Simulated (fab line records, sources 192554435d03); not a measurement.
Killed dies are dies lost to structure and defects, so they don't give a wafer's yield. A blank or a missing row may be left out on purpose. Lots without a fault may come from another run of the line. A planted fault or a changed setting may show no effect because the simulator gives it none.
Which tool did it? | flow n5_finfet | 11 lots, 33 wafers sampled, at 5 steps of a route of 1938

WHAT THE GAUGES READ, wafer by wafer
N5_BEOL_M6_INSPECT_58: inspects for defects (darkfield).
lot  | measured     | on                | raw_defect_count
L209 | day 8 17:19  | defect_inspect-01 | 43 86 61
L211 | day 8 20:23  | defect_inspect-01 | 80 65 42
L212 | day 10 01:10 | defect_inspect-01 | 76 104 86
L214 | day 10 01:28 | defect_inspect-01 | 52 86 63
L218 | day 10 21:22 | defect_inspect-02 | 84 73 113
L216 | day 10 21:37 | defect_inspect-01 | 29 35 40
L221 | day 12 01:16 | defect_inspect-02 | 56 54 83
L226 | day 13 03:50 | defect_inspect-01 | 73 95 84
L229 | day 13 23:42 | defect_inspect-02 | 60 77 61
L232 | day 14 14:52 | defect_inspect-02 | 68 99 82
L231 | day 14 15:14 | defect_inspect-01 | 53 40 44

N5_BEOL_M7_THK_MEAS_01.
lot  | measured     | on            | M7_ILD_THK (nm)
L209 | day 8 18:11  | film_metro-02 | 154.1 154.3 157.9
L211 | day 8 21:01  | film_metro-02 | 158.3 155.7 156.3
L212 | day 10 02:50 | film_metro-02 | 154.8 159.3 156.1
L214 | day 10 03:11 | film_metro-02 | 158.1 155.7 156.3
L218 | day 10 22:02 | film_metro-01 | 155.2 152.2 154.8
L216 | day 10 22:43 | film_metro-01 | 154.3 153.5 159.3
L221 | day 12 01:53 | film_metro-01 | 156.2 150.7 149.0
L226 | day 13 04:27 | film_metro-02 | 155.7 154.4 158.5
L229 | day 14 00:19 | film_metro-02 | 153.8 153.8 158.7
L232 | day 14 15:44 | film_metro-02 | 153.1 153.7 154.1
L231 | day 14 15:59 | film_metro-01 | 156.2 153.2 155.4

WHICH TOOL RAN EACH LOT (tool, then ch and the chambers of the sampled wafers, then the start)
lot  | N5_BEOL_M6_CURE_75            | N5_BEOL_M6_SURFACE_TREAT_79  | N5_BEOL_M7_ILD_DEP_00
L209 | uv_cure-02 ch 0, day 8 14:31  | pvd_sputter-01, day 8 15:34  | pecvd-02 ch 0,2, day 8 17:22
L211 | uv_cure-02 ch 2, day 8 17:25  | pvd_sputter-01, day 8 19:11  | pecvd-03 ch 0,1, day 8 20:26
L212 | uv_cure-01 ch 2, day 9 22:28  | pvd_sputter-03, day 9 23:19  | pecvd-03 ch 1,2, day 10 01:12
L214 | uv_cure-01 ch 0, day 9 23:07  | pvd_sputter-01, day 9 23:51  | pecvd-02 ch 0,1, day 10 01:30
L218 | uv_cure-03 ch 2, day 10 18:54 | pvd_sputter-02, day 10 19:59 | pecvd-02 ch 0,1, day 10 21:24
L216 | uv_cure-03 ch 0, day 10 19:12 | pvd_sputter-02, day 10 20:02 | pecvd-02 ch 0,1,2, day 10 21:38
L221 | uv_cure-02 ch 1, day 11 22:13 | pvd_sputter-01, day 11 23:25 | pecvd-03 ch 0,1,2, day 12 01:19
L226 | uv_cure-03 ch 1, day 13 01:47 | pvd_sputter-02, day 13 02:29 | pecvd-02 ch 0,2, day 13 03:53
L229 | uv_cure-03 ch 0, day 13 21:14 | pvd_sputter-02, day 13 22:10 | pecvd-02 ch 0,1,2, day 13 23:44
L232 | uv_cure-02 ch 2, day 14 12:13 | pvd_sputter-02, day 14 12:57 | pecvd-04 ch 0,1,2, day 14 14:55
L231 | uv_cure-01 ch 2, day 14 12:24 | pvd_sputter-02, day 14 13:37 | pecvd-02 ch 0,1,2, day 14 15:16
- N5_BEOL_M6_CURE_75: cures SiCOH lowk, time 120 s.
- N5_BEOL_M6_SURFACE_TREAT_79
- N5_BEOL_M7_ILD_DEP_00: deposits SiCOH lowk from DEMS/porogen, target thk 179.75 nm, time 33.4 s.

WHAT THE TOOLS THEMSELVES READ (means of the sampled wafers that have a number; where no wafer has one, the mark that the record gives instead)
N5_BEOL_M6_CURE_75.
lot  | tool       | lamp_power_pct (%) | wafer_temp_C_max
L209 | uv_cure-02 | 52.31              | 371.9
L211 | uv_cure-02 | 52.35              | 371.0
L212 | uv_cure-01 | 52.32              | 372.1
L214 | uv_cure-01 | 52.35              | 371.5
L218 | uv_cure-03 | 52.34              | 371.4
L216 | uv_cure-03 | 52.34              | 372.0
L221 | uv_cure-02 | 52.29              | 372.4
L226 | uv_cure-03 | 52.27              | 372.1
L229 | uv_cure-03 | 52.34              | 372.6
L232 | uv_cure-02 | 52.34              | 371.5
L231 | uv_cure-01 | 52.33              | 372.2

N5_BEOL_M7_ILD_DEP_00.
lot  | tool     | heater_power_w (W) | showerhead_plenum_p_Torr (Torr) | throttle_valve_pct (%)
L209 | pecvd-02 | 320                | 5.740                           | 14.2
L211 | pecvd-03 | 340                | 5.767                           | 13.1
L212 | pecvd-03 | 349                | 5.760                           | 13.9
L214 | pecvd-02 | 292                | 5.739                           | 14.7
L218 | pecvd-02 | 280                | 5.736                           | 14.5
L216 | pecvd-02 | 328                | 5.737                           | 14.0
L221 | pecvd-03 | 329                | 5.751                           | 13.3
L226 | pecvd-02 | 310                | 5.734                           | 13.8
L229 | pecvd-02 | 332                | 5.740                           | 14.1
L232 | pecvd-04 | 374                | 5.733                           | 14.3
L231 | pecvd-02 | 309                | 5.743                           | 13.9

THE ANSWER, worked out from the rows above alone
Rule: what is usual is taken from the lots themselves. Put in order of their means at a reading, lots are off if they are a third of the lots or fewer, leave a main group of 4 or more, and stand apart from it by a gap of 3 or more times the standard deviation of the main group's means; of several such gaps the widest counts. A main group whose means are all the same, to the digits that the tables above print for the reading, isn't used. A lot without any number at a reading at which 4 lots or more have one is off too. The other lots that the step has rows for count as sound. The gauges are gone through in route order, then the tools' own readings, and for those a lot's mean is taken as printed above. The first step at which some lot is off is used, and at that step the reading that is off furthest; a lot without a number counts as furthest.
No lot is off at any reading shown: from this, nothing can be told.

WHAT THE SIMULATOR HAD PUT IN
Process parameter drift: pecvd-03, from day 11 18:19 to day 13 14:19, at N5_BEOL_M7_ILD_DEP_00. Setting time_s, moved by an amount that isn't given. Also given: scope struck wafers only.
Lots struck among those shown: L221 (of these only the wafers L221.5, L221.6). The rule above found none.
